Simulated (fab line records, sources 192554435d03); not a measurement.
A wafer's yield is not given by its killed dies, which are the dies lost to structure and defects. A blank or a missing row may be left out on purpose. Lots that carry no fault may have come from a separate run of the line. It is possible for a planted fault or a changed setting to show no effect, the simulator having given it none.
Split-lot experiment || flow n5 finfet || 21 wafers read across 7 lots, on a route 1938 steps long

== ABOUT THE SPLIT ==
At N5_BEOL_M4_ETCH_64 (etches SOC in N2/H2, target depth 75 nm, overetch 22.5 nm, time 121.9 s), the setting bias w was moved away from the recipe's 150 W on 5 of the 21 wafers read, by -14.2% to +12.1%. All remaining wafers had this setting at the recipe value.

Reading taken at the split's own step.

== THE READING ==
rf vpp V, in V, at N5_BEOL_M4_ETCH_64 (etches SOC in N2/H2, target depth 75 nm, overetch 22.5 nm, time 121.9 s). Typical for fault-free wafers on this fab line: 522.6 V, with standard deviation 1.7 V.

{"wafer": "L081.2", "tool, chamber at the split": "rie diel-06, 3", "bias w as run, W": 150, "against the recipe": "recipe", "rf vpp V, V": 521.3, "against lot-mates on the recipe": "-"}
{"wafer": "L081.3", "tool, chamber at the split": "rie diel-06, 1", "bias w as run, W": 129.4, "against the recipe": "-13.7%", "rf vpp V, V": 475.1, "against lot-mates on the recipe": -46.2}
{"wafer": "L081.6", "tool, chamber at the split": "rie diel-06, 1", "bias w as run, W": 129.4, "against the recipe": "-13.7%", "rf vpp V, V": 476.0, "against lot-mates on the recipe": -45.3}
{"wafer": "L082.2", "tool, chamber at the split": "rie diel-06, 3", "bias w as run, W": 150, "against the recipe": "recipe", "rf vpp V, V": 522.4, "against lot-mates on the recipe": "-"}
{"wafer": "L082.3", "tool, chamber at the split": "rie diel-06, 0", "bias w as run, W": 150, "against the recipe": "recipe", "rf vpp V, V": 523.1, "against lot-mates on the recipe": "-"}
{"wafer": "L082.5", "tool, chamber at the split": "rie diel-06, 2", "bias w as run, W": 128.7, "against the recipe": "-14.2%", "rf vpp V, V": 475.0, "against lot-mates on the recipe": -47.8}
{"wafer": "L088.1", "tool, chamber at the split": "rie diel-06, 3", "bias w as run, W": 150, "against the recipe": "recipe", "rf vpp V, V": 521.9, "against lot-mates on the recipe": "-"}
{"wafer": "L088.4", "tool, chamber at the split": "rie diel-06, 0", "bias w as run, W": 150, "against the recipe": "recipe", "rf vpp V, V": 524.5, "against lot-mates on the recipe": "-"}
{"wafer": "L088.5", "tool, chamber at the split": "rie diel-06, 1", "bias w as run, W": 150, "against the recipe": "recipe", "rf vpp V, V": 521.8, "against lot-mates on the recipe": "-"}
{"wafer": "L087.1", "tool, chamber at the split": "rie diel-06, 0", "bias w as run, W": 150, "against the recipe": "recipe", "rf vpp V, V": 521.2, "against lot-mates on the recipe": "-"}
{"wafer": "L087.3", "tool, chamber at the split": "rie diel-06, 1", "bias w as run, W": 150, "against the recipe": "recipe", "rf vpp V, V": 521.7, "against lot-mates on the recipe": "-"}
{"wafer": "L087.5", "tool, chamber at the split": "rie diel-06, 0", "bias w as run, W": 150, "against the recipe": "recipe", "rf vpp V, V": 522.6, "against lot-mates on the recipe": "-"}
{"wafer": "L089.3", "tool, chamber at the split": "rie diel-06, 1", "bias w as run, W": 150, "against the recipe": "recipe", "rf vpp V, V": 520.8, "against lot-mates on the recipe": "-"}
{"wafer": "L089.4", "tool, chamber at the split": "rie diel-06, 1", "bias w as run, W": 150, "against the recipe": "recipe", "rf vpp V, V": 522.4, "against lot-mates on the recipe": "-"}
{"wafer": "L089.5", "tool, chamber at the split": "rie diel-06, 3", "bias w as run, W": 150, "against the recipe": "recipe", "rf vpp V, V": 521.9, "against lot-mates on the recipe": "-"}
{"wafer": "L092.2", "tool, chamber at the split": "rie diel-04, 2", "bias w as run, W": 168.1, "against the recipe": "+12.1%", "rf vpp V, V": 561.4, "against lot-mates on the recipe": "+36.1"}
{"wafer": "L092.5", "tool, chamber at the split": "rie diel-04, 0", "bias w as run, W": 150, "against the recipe": "recipe", "rf vpp V, V": 525.3, "against lot-mates on the recipe": "-"}
{"wafer": "L092.6", "tool, chamber at the split": "rie diel-04, 1", "bias w as run, W": 168.1, "against the recipe": "+12.1%", "rf vpp V, V": 559.0, "against lot-mates on the recipe": "+33.7"}
{"wafer": "L096.3", "tool, chamber at the split": "rie diel-06, 3", "bias w as run, W": 150, "against the recipe": "recipe", "rf vpp V, V": 522.4, "against lot-mates on the recipe": "-"}
{"wafer": "L096.4", "tool, chamber at the split": "rie diel-06, 2", "bias w as run, W": 150, "against the recipe": "recipe", "rf vpp V, V": 523.5, "against lot-mates on the recipe": "-"}
{"wafer": "L096.5", "tool, chamber at the split": "rie diel-06, 3", "bias w as run, W": 150, "against the recipe": "recipe", "rf vpp V, V": 522.0, "against lot-mates on the recipe": "-"}

THE FIT
A straight line over all 21 wafers: rf vpp V changes by +3.29 V for each +1% of bias w; r = +1.00; the points scatter about the line by 1.4 V.
The same after taking each lot's own level away (the mean of its wafers on the recipe; 21 wafers): +3.18 V for each +1%; r = +1.00; scatter 1.5 V.
The reading moves by 45 V for the largest change in bias w, on that fit.
Measured against the standard deviation above, the lots' own levels, which go from 521.30 to 525.30 V, span 2.4 times it.
Hence the lot-to-lot level has little effect on the slope; both slopes agree.
Check: with one of the wafers moved furthest among these (-14.2%) left out of the fit, the line predicts -45.1 V for it against its lot-mates. Against them it came out at -47.8 V.
Tool readings at the split's step, against how far the setting was moved: rf vpp V r = +1.00.

== OTHER SPLITS ON THESE WAFERS ==
Before the reading, these wafers also passed through other splits. Each is held against what the fit with the lots' levels taken away leaves over:
{"other split on the same wafers": "N5_BEOL_M4_COAT_05 spin rpm", "wafers away from the commonest value": 11, "r with rf vpp V (lot level and that fit taken away)": "+0.00"}

== THE WHOLE CHAIN: every reading that the file lists as answering this split, in the file's order ==
{"step": "N5_BEOL_M4_ETCH_64", "what it does": "etches SOC in N2/H2, target depth 75 nm, overetch 22.5 nm, time 121.9 s", "reading": "rf vpp V", "change (the file's fit)": "+3.22 V for each +1% of the setting", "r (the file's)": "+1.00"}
{"step": "N5_BEOL_M4_ETCH_64", "what it does": "etches SOC in N2/H2, target depth 75 nm, overetch 22.5 nm, time 121.9 s", "reading": "SiARC_of_BEOL_M4_COAT_62.thk nm (the simulator's own value, which no gauge read)", "change (the file's fit)": "-0.0678 nm for each +1% of the setting", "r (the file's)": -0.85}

== THE FILE'S OWN FIT ==
rf vpp V changes by +3.22 V for each +1% of bias w, r = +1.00.
